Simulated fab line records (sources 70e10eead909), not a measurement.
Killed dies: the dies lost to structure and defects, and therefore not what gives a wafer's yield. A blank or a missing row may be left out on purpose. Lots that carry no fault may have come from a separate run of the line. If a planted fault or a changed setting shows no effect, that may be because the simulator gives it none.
fab line records	flow nandHarc
record: lots: 24	wafers: 72	lastDay: 34
route steps=1302 shown A_CONTACT@1002
lots that met no fault: taken from a fault-free run of the same line
startH: hours from the record's first day to the start of the lot's first wafer shown	waitH: how many hours have passed since the lot's step before this one	" as in the row above	L1.1+2: one row covering several wafers at once	- no value, or no start given	* or withheld: withheld	< > ~ a bound
route shown NAME@n: NAME is a module with steps in the file, n the number in the route of the first one	usual: mean/standard deviation of fault-free wafers	same: alike in all rows	chamber/n: place in a boat	sites: per-site readings	_std_site: how widely they spread, as a standard deviation	_edge_site: the outer-site mean with the inner-site mean subtracted	radiusMm: how far each site lies from the wafer's centre	mask NAME#n: copy n	behind: the most recent tool/chamber to have shaped the wafer	hold: reason for holding the lot/hours on hold/outcome of the hold	device: whichever transistor did not switch (one of n, p or np)	end of line: tests run on the same wafers once the route is complete	a step with no rows: only its recipe	killed: the dies lost at the first sort to structure and to defects; this is not the yield of the wafer	map: shows each die of a wafer: x if killed, . if not, _ if none is there
set.NAME: setting as actually run; set.NAME@STEP: the setting as run at that earlier step	model.NAME: the simulator's own value behind a step, which no gauge read
a sample of lots followed through the steps of the route, with each step as a table and each wafer as a row
services: a tool's chamber out of use, with start hour (startH, from the record's first day; less than 0 if before it), hours out, and reason
== steps ==
step: NHARC_A_CONTACT_ETCH_49
recipe: targetDepthA: 2600	overEtchFrac: 0.3	timeS: 475.3	ionEnergyEv: 200	n2FlowSccm: 150	h2FlowSccm: 150	arFlowSccm: 0	rfW: 400	biasW: 150	chemistry: N2/H2
usual: drypumpMotorCurrentA: 5.7/0.43	oesProductAu: 1.001/0.0072	rfVppV: 430.8/2.3	showerheadPlenumPTorr: 2.05/0.077	throttleValvePct: 14.171/0.0097
same: timeS: 475.3
lot.wafer	tool	chamber	startH	waitH	drypumpMotorCurrentA	oesProductAu	rfHoursCounterH	rfVppV	showerheadPlenumPTorr	throttleValvePct
L074.1	rieDiel-11	1	-	-	5.7	1.005	8	432.6	2.11	14.193
L074.2	"	2	"	"	5.8	0.999	7	428.5	1.99	14.154
L074.3	"	0	"	"	4.9	0.996	7	428.4	1.97	14.158
L075.3	rieDiel-10	1	-	-	5.8	1.002	25	434.5	2.16	14.178
L075.2	"	2	"	"	6.4	1.002	25	426.7	1.94	14.170
L075.6	"	1	"	"	5.9	0.998	-	433.2	2.16	14.155
L076.1	rieDiel-11	1	-	-	5.7	0.996	11	433.3	2.11	14.176
L076.6	"	1	"	"	5.7	1.000	-	432.1	2.11	14.163
L076.5	"	2	"	"	5.8	1.008	-	429.2	1.99	14.171
L078.3	rieDiel-11	2	-	-	5.8	1.010	14	429.4	1.99	14.172
L078.5	"	2	"	"	5.8	1.016	-	427.7	1.99	14.191
L078.6	"	3	"	"	5.9	1.007	-	431.7	2.15	14.166
L077.4	rieDiel-03	2	-	-	6.9	0.999	13	431.9	2.08	14.170
L077.3	"	0	"	"	6.1	0.984	16	434.4	2.19	14.180
L077.5	"	2	"	"	6.9	0.987	-	432.1	2.08	14.167
L079.1	rieDiel-11	0	-	-	4.9	1.002	12	427.5	1.97	14.165
L079.6	"	0	"	"	4.9	1.000	-	427.7	1.97	14.184
L079.5	"	1	"	"	5.7	0.993	-	432.8	2.11	14.184
L081.2	rieDiel-03	2	-	-	6.9	1.000	23	431.6	2.08	14.171
L081.3	"	3	"	"	6.0	1.010	30	431.3	2.09	14.173
L081.4	"	1	"	"	5.2	0.996	29	434.2	2.19	14.151
L080.1	rieDiel-11	1	-	-	5.7	0.995	20	432.1	2.11	14.168
L080.4	"	2	"	"	5.9	1.007	21	430.3	1.98	14.161
L080.5	"	1	"	"	5.7	1.000	-	433.8	2.10	14.178
L084.2	rieDiel-11	1	-	-	5.7	1.000	21	432.2	2.11	14.178
L084.1	"	2	"	"	5.8	1.011	23	429.5	1.98	14.178
L084.6	"	0	"	"	4.9	1.004	-	429.9	1.96	14.174
L082.2	rieDiel-10	3	-	-	5.4	0.996	54	429.9	2.04	14.175
L082.3	"	1	"	"	5.8	0.999	47	433.7	2.15	14.151
L082.5	"	2	"	"	6.3	1.001	-	427.5	1.93	14.179
L083.1	rieDiel-11	0	-	-	4.9	1.017	23	428.9	1.96	14.159
L083.2	"	1	"	"	5.7	1.011	24	432.7	2.10	14.168
L083.4	"	2	"	"	5.9	1.020	-	428.3	1.98	14.153
L086.1	rieDiel-11	3	-	-	5.8	1.004	24	431.7	2.14	14.176
L086.4	"	0	"	"	4.9	1.013	26	428.1	1.96	14.172
L086.5	"	1	"	"	5.7	1.001	-	431.7	2.10	14.174
L085.2	rieDiel-10	3	-	-	5.3	1.003	1	431.6	2.03	14.167
L085.4	"	2	"	"	6.4	0.998	1	426.1	1.93	14.177
L085.5	"	0	"	"	5.9	1.016	-	429.6	2.03	14.179
L087.2	rieDiel-10	3	-	-	5.4	0.998	1	431.1	2.03	14.164
L087.1	"	0	"	"	5.9	1.014	1	430.1	2.03	14.176
L087.3	"	1	"	"	5.8	1.002	1	432.6	2.15	14.179
L090.4	rieDiel-11	3	-	-	5.8	0.988	4	432.8	2.14	14.173
L090.3	"	1	"	"	5.7	0.994	4	432.7	2.10	14.169
L090.5	"	2	"	"	5.9	1.002	-	429.3	1.98	14.169
L091.2	rieDiel-11	0	-	-	4.9	0.999	3	428.5	1.96	14.171
L091.1	"	3	"	"	5.8	0.991	4	434.4	2.14	14.176
L091.6	"	0	"	"	4.9	1.001	-	427.5	1.96	14.158
L088.3	rieDiel-11	0	-	-	4.9	1.000	4	429.1	1.96	14.146
L088.2	"	2	"	"	5.8	1.001	7	429.0	1.98	14.170
L088.5	"	1	"	"	5.7	0.999	-	432.4	2.10	14.178
L089.3	rieDiel-10	0	-	-	5.9	0.998	15	431.8	2.02	14.182
L089.1	"	1	"	"	5.8	1.005	15	433.4	2.15	14.178
L089.5	"	3	"	"	5.4	0.994	-	431.2	2.03	14.168
L092.2	rieDiel-10	1	-	-	5.8	1.002	22	434.0	2.14	14.171
L092.5	"	0	"	"	5.9	0.999	-	429.9	2.02	14.174
L092.6	"	1	"	"	5.9	1.006	-	434.5	2.14	14.170
L094.1	rieDiel-11	2	-	-	5.8	1.001	11	429.4	1.98	14.177
L094.3	"	3	"	"	5.8	0.992	11	435.0	2.14	14.159
L094.4	"	0	"	"	4.9	1.002	9	429.2	1.96	14.173
L093.4	rieDiel-10	1	-	-	5.8	1.004	30	433.8	2.14	14.163
L093.1	"	3	"	"	5.4	0.996	28	429.5	2.03	14.162
L093.5	"	1	"	"	5.8	1.011	-	433.6	2.14	14.145
L095.3	rieDiel-11	0	-	-	4.9	0.999	11	428.7	1.96	14.165
L095.2	"	1	"	"	5.7	0.993	14	431.3	2.10	14.185
L095.6	"	2	"	"	5.8	1.005	-	428.6	1.98	14.164
L096.5	rieDiel-11	0	-	-	4.9	0.997	-	427.2	1.96	14.183
L096.4	"	2	"	"	5.8	0.995	-	429.4	1.98	14.170
L096.6	"	3	"	"	5.8	0.997	-	434.0	2.14	14.168
L097.2	rieDiel-11	1	-	-	5.7	0.998	19	433.3	2.10	14.158
L097.1	"	2	"	"	5.8	1.000	22	428.7	1.97	14.174
L097.4	"	3	"	"	5.8	0.999	20	433.3	2.14	14.178
step: NHARC_A_CONTACT_ETCH_112
recipe: sourceW: withheld	pressureMtorr: 20	biasV: 3000	timeS: 190	targetDepthA: 18500	arFlowSccm: withheld	c4f8FlowSccm: withheld	o2FlowSccm: withheld	chemistry: C4F8/O2/Ar
same: timeS: 190
lot.wafer	tool	chamber	startH	waitH	rfHoursCounterH
L074.1	harCapEtch-03	0	482.71	0.2	38
L074.2	"	1	"	"	38
L074.3	"	0	"	"	-
L075.2	harCapEtch-02	1	507.02	0.2	86
L075.3	"	1	"	"	-
L075.6	"	1	"	"	-
L076.1	harCapEtch-03	0	507.50	0.2	45
L076.6	"	0	"	"	-
L076.5	"	1	"	"	-
L078.3	harCapEtch-02	0	525.38	0.2	-
L078.5	"	1	"	"	-
L078.6	"	0	"	"	-
L077.3	harCapEtch-01	0	525.39	0.2	-
L077.4	"	1	"	"	-
L077.5	"	1	"	"	-
L079.1	harCapEtch-03	0	526.17	0.2	49
L079.6	"	0	"	"	-
L079.5	"	1	"	"	-
L081.2	harCapEtch-03	1	549.71	0.2	54
L081.3	"	1	"	"	-
L081.4	"	0	"	"	-
L080.1	harCapEtch-01	0	566.96	0.2	9
L080.4	"	1	"	"	-
L080.5	"	1	"	"	-
L084.1	harCapEtch-03	1	583.26	0.2	58
L084.2	"	0	"	"	58
L084.6	"	1	"	"	-
L082.2	harCapEtch-01	0	583.58	0.2	11
L082.3	"	1	"	"	-
L082.5	"	1	"	"	-
L083.2	harCapEtch-03	0	592.86	0.2	60
L083.1	"	1	"	"	60
L083.4	"	1	"	"	-
L086.1	harCapEtch-03	1	599.43	0.2	63
L086.4	"	0	"	"	-
L086.5	"	0	"	"	-
L085.2	harCapEtch-01	0	613.71	0.2	17
L085.4	"	0	"	"	-
L085.5	"	0	"	"	-
L087.1	harCapEtch-02	0	614.83	0.2	106
L087.2	"	1	"	"	106
L087.3	"	1	"	"	-
L090.4	harCapEtch-02	1	643.88	0.2	-
L090.3	"	0	"	"	-
L090.5	"	0	"	"	-
L091.1	harCapEtch-03	1	644.68	0.2	70
L091.2	"	0	"	"	70
L091.6	"	0	"	"	-
L088.2	harCapEtch-02	0	648.45	0.2	113
L088.3	"	1	"	"	-
L088.5	"	1	"	"	-
L089.1	harCapEtch-01	1	648.46	0.2	22
L089.3	"	1	"	"	-
L089.5	"	1	"	"	-
L092.2	harCapEtch-01	1	671.17	0.2	28
L092.5	"	0	"	"	-
L092.6	"	1	"	"	-
L094.1	harCapEtch-02	1	686.93	0.2	119
L094.3	"	0	"	"	-
L094.4	"	1	"	"	-
L093.1	harCapEtch-01	0	687.31	0.2	30
L093.4	"	0	"	"	-
L093.5	"	1	"	"	-
L095.2	harCapEtch-02	1	692.96	0.2	122
L095.3	"	1	"	"	-
L095.6	"	1	"	"	-
L096.4	harCapEtch-03	1	719.15	0.2	-
L096.6	"	0	"	"	-
L096.5	"	1	"	"	-
L097.2	harCapEtch-01	0	738.37	0.2	37
L097.1	"	1	"	"	37
L097.4	"	1	"	"	-
step: NHARC_A_CONTACT_ETCH_113
recipe: sourceW: withheld	pressureMtorr: 20	biasV: 3000	timeS: 190	targetDepthA: 18500	arFlowSccm: withheld	c4f8FlowSccm: withheld	o2FlowSccm: withheld	chemistry: C4F8/O2/Ar
same: timeS: 190
lot.wafer	tool	chamber	startH	waitH	rfHoursCounterH
L074.1	harCapEtch-03	0	482.88	0.1	38
L074.2	"	1	"	"	38
L074.3	"	0	"	"	-
L075.2	harCapEtch-02	1	507.25	0.2	86
L075.3	"	1	"	"	-
L075.6	"	1	"	"	-
L076.1	harCapEtch-03	0	507.67	0.1	45
L076.6	"	0	"	"	-
L076.5	"	1	"	"	-
L078.3	harCapEtch-02	0	525.55	0.1	-
L078.5	"	1	"	"	-
L078.6	"	0	"	"	-
L077.3	harCapEtch-01	0	525.56	0.1	-
L077.4	"	1	"	"	-
L077.5	"	1	"	"	-
L079.1	harCapEtch-03	0	526.34	0.1	49
L079.6	"	0	"	"	-
L079.5	"	1	"	"	-
L081.2	harCapEtch-03	1	549.89	0.1	55
L081.3	"	1	"	"	-
L081.4	"	0	"	"	-
L080.1	harCapEtch-01	0	567.13	0.1	9
L080.4	"	1	"	"	-
L080.5	"	1	"	"	-
L084.1	harCapEtch-03	1	583.43	0.1	58
L084.2	"	0	"	"	58
L084.6	"	1	"	"	-
L082.2	harCapEtch-01	0	583.76	0.1	11
L082.3	"	1	"	"	-
L082.5	"	1	"	"	-
L083.2	harCapEtch-03	0	593.03	0.1	61
L083.1	"	1	"	"	61
L083.4	"	1	"	"	-
L086.1	harCapEtch-03	1	599.60	0.1	63
L086.4	"	0	"	"	-
L086.5	"	0	"	"	-
L085.2	harCapEtch-01	0	613.88	0.1	17
L085.4	"	0	"	"	-
L085.5	"	0	"	"	-
L087.1	harCapEtch-02	0	615.00	0.1	106
L087.2	"	1	"	"	106
L087.3	"	1	"	"	-
L090.4	harCapEtch-02	1	644.05	0.1	-
L090.3	"	0	"	"	-
L090.5	"	0	"	"	-
L091.1	harCapEtch-03	1	644.85	0.1	71
L091.2	"	0	"	"	71
L091.6	"	0	"	"	-
L088.2	harCapEtch-02	0	648.62	0.1	113
L088.3	"	1	"	"	-
L088.5	"	1	"	"	-
L089.1	harCapEtch-01	1	648.63	0.1	22
L089.3	"	1	"	"	-
L089.5	"	1	"	"	-
L092.2	harCapEtch-01	1	671.34	0.1	28
L092.5	"	0	"	"	-
L092.6	"	1	"	"	-
L094.1	harCapEtch-02	1	687.10	0.1	120
L094.3	"	0	"	"	-
L094.4	"	1	"	"	-
L093.1	harCapEtch-01	0	687.49	0.1	30
L093.4	"	0	"	"	-
L093.5	"	1	"	"	-
L095.2	harCapEtch-02	1	693.13	0.1	122
L095.3	"	1	"	"	-
L095.6	"	1	"	"	-
L096.4	harCapEtch-03	1	719.32	0.1	-
L096.6	"	0	"	"	-
L096.5	"	1	"	"	-
L097.2	harCapEtch-01	0	738.54	0.1	37
L097.1	"	1	"	"	37
L097.4	"	1	"	"	-
step: NHARC_A_CONTACT_INSPECT_71
usual: rawDefectCount: 90/31
lot.wafer	tool	chamber	startH	waitH	rawDefectCount
L074.1	defectInspect-02	-	491.15	0.0	134
L074.2	"	-	"	"	141
L074.3	"	-	"	"	127
L075.2	defectInspect-02	-	515.78	0.0	103
L075.3	"	-	"	"	100
L075.6	"	-	"	"	112
L076.1	defectInspect-01	-	516.23	0.0	79
L076.5	"	-	"	"	66
L076.6	"	-	"	"	71
L078.3	defectInspect-01	-	533.59	0.0	65
L078.5	"	-	"	"	53
L078.6	"	-	"	"	57
L077.3	defectInspect-01	-	533.94	0.0	106
L077.4	"	-	"	"	112
L077.5	"	-	"	"	112
L079.1	defectInspect-02	-	534.48	0.0	118
L079.5	"	-	"	"	103
L079.6	"	-	"	"	133
L081.2	defectInspect-01	-	557.79	0.0	99
L081.3	"	-	"	"	103
L081.4	"	-	"	"	88
L080.1	defectInspect-02	-	575.18	0.0	100
L080.4	"	-	"	"	114
L080.5	"	-	"	"	106
L082.2	defectInspect-01	-	591.75	0.0	59
L082.3	"	-	"	"	65
L082.5	"	-	"	"	70
L084.1	defectInspect-01	-	592.48	0.0	123
L084.2	"	-	"	"	126
L084.6	"	-	"	"	137
L083.1	defectInspect-02	-	600.95	0.0	17
L083.2	"	-	"	"	14
L083.4	"	-	"	"	20
L086.1	defectInspect-02	-	610.56	0.0	76
L086.4	"	-	"	"	96
L086.5	"	-	"	"	79
L085.2	defectInspect-02	-	622.48	0.0	102
L085.4	"	-	"	"	108
L085.5	"	-	"	"	111
L087.1	defectInspect-01	-	624.98	0.0	91
L087.2	"	-	"	"	80
L087.3	"	-	"	"	81
L090.3	defectInspect-02	-	653.09	0.0	56
L090.4	"	-	"	"	58
L090.5	"	-	"	"	44
L091.1	defectInspect-02	-	657.05	0.0	136
L091.2	"	-	"	"	119
L091.6	"	-	"	"	102
L089.1	defectInspect-01	-	657.28	0.0	44
L089.3	"	-	"	"	48
L089.5	"	-	"	"	45
L088.2	defectInspect-02	-	658.10	0.0	107
L088.3	"	-	"	"	101
L088.5	"	-	"	"	113
L092.2	defectInspect-01	-	679.25	0.0	68
L092.5	"	-	"	"	89
L092.6	"	-	"	"	71
L094.1	defectInspect-01	-	695.49	0.0	64
L094.3	"	-	"	"	49
L094.4	"	-	"	"	71
L093.1	defectInspect-02	-	696.32	0.0	134
L093.4	"	-	"	"	120
L093.5	"	-	"	"	110
L095.2	defectInspect-01	-	702.66	0.0	99
L095.3	"	-	"	"	77
L095.6	"	-	"	"	80
L096.4	defectInspect-02	-	727.17	0.0	125
L096.5	"	-	"	"	138
L096.6	"	-	"	"	138
L097.1	defectInspect-01	-	749.69	0.0	58
L097.2	"	-	"	"	65
L097.4	"	-	"	"	56
step: NHARC_A_CONTACT_DESCUM_74
recipe: timeS: 3	o2FlowSccm: 200	arFlowSccm: 0	biasPowerW: 0	chemistry: O2
usual: drypumpMotorCurrentA: 5.7/0.48	oesProductAu: 1.002/0.0081	rfVppV: 57.9/0.88	showerheadPlenumPTorr: 1.93/0.074	throttleValvePct: 11.311/0.0086
same: timeS: 3
lot.wafer	tool	chamber	startH	waitH	drypumpMotorCurrentA	oesProductAu	rfHoursCounterH	rfVppV	showerheadPlenumPTorr	throttleValvePct
L074.3	rieDiel-03	0	491.21	0.1	6.1	1.003	3	58.8	2.05	11.317
L074.1	"	1	"	"	5.2	1.001	6	58.2	2.06	11.324
L074.2	"	3	"	"	6.0	1.004	6	57.1	1.97	11.308
L075.3	rieDiel-03	3	515.85	0.1	6.1	1.014	15	58.5	1.96	11.301
L075.2	"	0	"	"	6.2	0.979	12	57.6	2.05	11.298
L075.6	"	2	"	"	6.8	0.992	-	57.1	1.95	11.308
L076.1	rieDiel-11	0	516.32	0.1	4.9	0.996	11	56.6	1.85	11.298
L076.5	"	1	"	"	5.7	0.991	-	59.2	1.98	11.299
L076.6	"	2	"	"	5.8	1.003	-	56.6	1.87	11.317
L078.3	rieDiel-11	3	533.76	0.2	5.8	1.004	15	57.8	2.01	11.305
L078.5	"	2	"	"	5.9	1.019	-	57.8	1.86	11.310
L078.6	"	3	"	"	5.8	1.012	-	57.9	2.01	11.322
L077.4	rieDiel-11	1	534.15	0.2	5.7	1.003	16	57.5	1.97	11.310
L077.3	"	2	"	"	5.9	0.999	17	57.2	1.86	11.305
L077.5	"	0	"	"	4.9	1.004	-	57.0	1.85	11.317
L079.1	rieDiel-11	1	535.11	0.6	5.7	1.005	17	57.3	1.97	11.307
L079.5	"	1	"	"	5.7	1.007	-	57.8	1.97	11.328
L079.6	"	2	"	"	5.8	1.012	-	56.8	1.86	11.308
L081.3	rieDiel-11	3	557.85	0.1	5.8	1.008	19	58.0	2.01	11.318
L081.2	"	0	"	"	4.9	1.009	19	55.5	1.85	11.308
L081.4	"	1	"	"	5.7	1.006	19	56.9	1.97	11.309
L080.4	rieDiel-03	2	575.24	0.1	6.9	1.001	29	58.1	1.95	11.305
L080.1	"	1	"	"	5.2	0.991	36	57.6	2.05	11.326
L080.5	"	3	"	"	6.1	1.006	-	57.6	1.96	11.314
L082.2	rieDiel-03	3	591.82	0.1	6.0	1.012	41	58.4	1.95	11.312
L082.3	"	1	"	"	5.2	0.995	44	59.0	2.04	11.309
L082.5	"	3	"	"	6.0	1.013	-	57.4	1.95	11.318
L084.2	rieDiel-11	2	592.55	0.1	5.8	1.010	26	58.0	1.86	11.307
L084.1	"	0	"	"	4.9	1.005	24	57.2	1.84	11.311
L084.6	"	2	"	"	5.8	1.012	-	58.3	1.86	11.317
L083.4	rieDiel-11	3	601.01	0.1	5.8	1.004	25	58.1	2.01	11.287
L083.2	"	1	"	"	5.7	1.007	28	58.2	1.97	11.310
L083.1	"	2	"	"	5.8	1.008	28	58.2	1.86	11.306
L086.1	rieDiel-10	2	610.62	0.1	6.4	1.017	0	57.9	1.81	11.314
L086.4	"	1	"	"	5.9	1.015	1	57.2	2.02	11.326
L086.5	"	3	"	"	5.3	1.015	-	57.6	1.91	11.308
L085.2	rieDiel-11	2	622.55	0.1	5.9	1.011	0	55.9	1.86	11.314
L085.4	"	3	"	"	5.8	1.001	1	57.7	2.01	11.300
L085.5	"	2	"	"	5.9	1.009	-	56.5	1.86	11.316
L087.1	rieDiel-10	0	625.05	0.1	5.9	1.018	5	58.8	1.90	11.313
L087.2	"	2	"	"	6.3	0.999	6	56.6	1.81	11.300
L087.3	"	3	"	"	5.3	1.004	6	57.6	1.91	11.310
L090.4	rieDiel-10	0	653.15	0.1	5.9	1.016	17	58.0	1.90	11.312
L090.3	"	2	"	"	6.3	1.003	20	56.6	1.81	11.308
L090.5	"	0	"	"	5.9	1.006	-	57.6	1.90	11.309
L091.2	rieDiel-11	0	657.12	0.1	4.9	1.002	5	56.4	1.84	11.300
L091.1	"	1	"	"	5.7	1.001	8	58.5	1.97	11.300
L091.6	"	3	"	"	5.8	0.995	-	59.2	2.01	11.320
L089.1	rieDiel-03	1	657.34	0.1	5.2	0.995	1	59.2	2.04	11.313
L089.3	"	2	"	"	6.8	1.007	2	58.0	1.94	11.333
L089.5	"	2	"	"	6.9	1.010	-	58.4	1.94	11.316
L088.2	rieDiel-10	2	658.21	0.1	6.3	1.003	22	57.4	1.81	11.327
L088.3	"	1	"	"	5.9	1.006	19	58.5	2.01	11.312
L088.5	"	2	"	"	6.3	1.002	-	57.6	1.81	11.314
L092.2	rieDiel-11	3	679.31	0.1	5.8	0.994	10	57.7	2.01	11.304
L092.6	"	3	"	"	5.8	0.986	-	58.7	2.00	11.307
L092.5	"	0	"	"	4.9	1.005	-	57.2	1.84	11.320
L094.4	rieDiel-10	2	695.55	0.1	6.3	0.983	35	56.1	1.80	11.300
L094.1	"	3	"	"	5.4	1.004	32	58.5	1.90	11.300
L094.3	"	0	"	"	5.9	0.997	35	56.6	1.89	11.317
L093.4	rieDiel-11	1	696.38	0.1	5.7	0.998	14	58.0	1.97	11.319
L093.1	"	2	"	"	5.9	1.013	15	56.5	1.86	11.325
L093.5	"	2	"	"	5.9	1.004	-	58.2	1.86	11.317
L095.2	rieDiel-11	0	702.73	0.1	4.9	1.005	12	56.5	1.84	11.308
L095.3	"	2	"	"	5.8	1.009	16	58.0	1.86	11.296
L095.6	"	3	"	"	5.8	0.992	-	58.5	2.00	11.301
L096.4	rieDiel-11	0	727.22	0.1	4.9	0.998	17	58.3	1.84	11.310
L096.5	"	0	"	"	4.9	0.991	-	58.9	1.84	11.305
L096.6	"	1	"	"	5.7	0.997	-	58.9	1.96	11.314
L097.4	rieDiel-11	3	749.76	0.1	5.8	0.993	21	58.2	2.00	11.310
L097.2	"	0	"	"	4.9	0.993	20	56.0	1.84	11.319
L097.1	"	1	"	"	5.7	1.005	22	59.2	1.96	11.309
step: NHARC_A_CONTACT_ETCH_133
recipe: sourceW: withheld	pressureMtorr: 20	biasV: 400	timeS: 374	targetDepthA: 16100	arFlowSccm: withheld	c4f8FlowSccm: 11.5	o2FlowSccm: 7.2	chemistry: C4F8/O2/Ar
same: timeS: 374
lot.wafer	tool	chamber	startH	waitH	rfHoursCounterH
L074.2	harCapEtch-03	0	494.69	0.1	41
L074.1	"	1	"	"	41
L074.3	"	0	"	"	-
L075.2	harCapEtch-01	1	519.09	0.2	1
L075.3	"	0	"	"	-
L075.6	"	1	"	"	-
L076.1	harCapEtch-03	1	520.09	0.2	49
L076.5	"	0	"	"	-
L076.6	"	1	"	"	-
L078.3	harCapEtch-03	1	537.29	0.3	-
L078.5	"	0	"	"	-
L078.6	"	1	"	"	-
L077.3	harCapEtch-02	0	537.93	0.2	-
L077.4	"	1	"	"	-
L077.5	"	0	"	"	-
L079.1	harCapEtch-01	0	538.81	0.1	7
L079.5	"	0	"	"	-
L079.6	"	1	"	"	-
L081.2	harCapEtch-02	0	561.00	0.1	98
L081.3	"	0	"	"	-
L081.4	"	1	"	"	-
L080.1	harCapEtch-02	0	578.38	0.1	100
L080.4	"	1	"	"	-
L080.5	"	0	"	"	-
L082.2	harCapEtch-02	1	595.41	0.1	103
L082.3	"	0	"	"	-
L082.5	"	1	"	"	-
L084.1	harCapEtch-01	0	596.03	0.1	15
L084.2	"	1	"	"	15
L084.6	"	0	"	"	-
L083.2	harCapEtch-01	1	604.16	0.1	16
L083.1	"	0	"	"	16
L083.4	"	1	"	"	-
L086.1	harCapEtch-02	0	614.20	0.2	106
L086.4	"	1	"	"	-
L086.5	"	0	"	"	-
L085.2	harCapEtch-01	1	625.70	0.1	20
L085.4	"	0	"	"	-
L085.5	"	1	"	"	-
L087.1	harCapEtch-02	1	628.22	0.1	110
L087.2	"	0	"	"	110
L087.3	"	1	"	"	-
L090.4	harCapEtch-03	1	657.04	0.3	-
L090.3	"	0	"	"	-
L090.5	"	0	"	"	-
L091.2	harCapEtch-01	0	660.27	0.1	26
L091.1	"	1	"	"	26
L091.6	"	1	"	"	-
L089.1	harCapEtch-02	1	660.50	0.1	116
L089.3	"	0	"	"	-
L089.5	"	1	"	"	-
L088.2	harCapEtch-03	1	662.17	0.3	76
L088.3	"	0	"	"	-
L088.5	"	0	"	"	-
L092.2	harCapEtch-03	1	682.53	0.2	79
L092.5	"	0	"	"	-
L092.6	"	1	"	"	-
L094.1	harCapEtch-03	1	698.71	0.1	82
L094.3	"	1	"	"	-
L094.4	"	0	"	"	-
L093.1	harCapEtch-01	0	699.75	0.2	33
L093.4	"	0	"	"	-
L093.5	"	0	"	"	-
L095.2	harCapEtch-02	1	705.88	0.1	125
L095.3	"	1	"	"	-
L095.6	"	0	"	"	-
L096.4	harCapEtch-01	1	730.53	0.2	-
L096.5	"	1	"	"	-
L096.6	"	0	"	"	-
L097.1	harCapEtch-01	1	752.91	0.1	41
L097.2	"	0	"	"	41
L097.4	"	0	"	"	-
== services ==
tool	chamber	startH	hours	kind
harCapEtch-01	-	458.91	0.6	repair
rieDiel-03	-	460.74	9.0	pm
rieDiel-11	0	466.96	-	clean
rieDiel-11	1	466.96	-	clean
rieDiel-11	2	466.96	-	clean
rieDiel-11	3	466.96	-	clean
rieDiel-03	0	475.38	9.6	repair
rieDiel-11	3	476.42	1.9	repair
harCapEtch-02	-	480.05	13.6	repair
rieDiel-03	2	490.23	16.0	repair
rieDiel-11	0	491.47	-	clean
rieDiel-11	1	491.47	-	clean
rieDiel-11	2	491.47	-	clean
rieDiel-11	3	491.47	-	clean
harCapEtch-01	-	498.08	17.0	pm
rieDiel-11	0	515.97	-	clean
rieDiel-11	3	589.56	5.1	repair
rieDiel-10	-	598.20	9.0	pm
rieDiel-11	-	610.46	9.0	pm
rieDiel-11	0	623.90	8.0	repair
rieDiel-10	3	627.91	2.3	repair
rieDiel-03	-	637.87	9.0	pm
rieDiel-03	0	660.94	4.6	repair
rieDiel-10	3	701.09	2.6	repair
== key ==
fault none
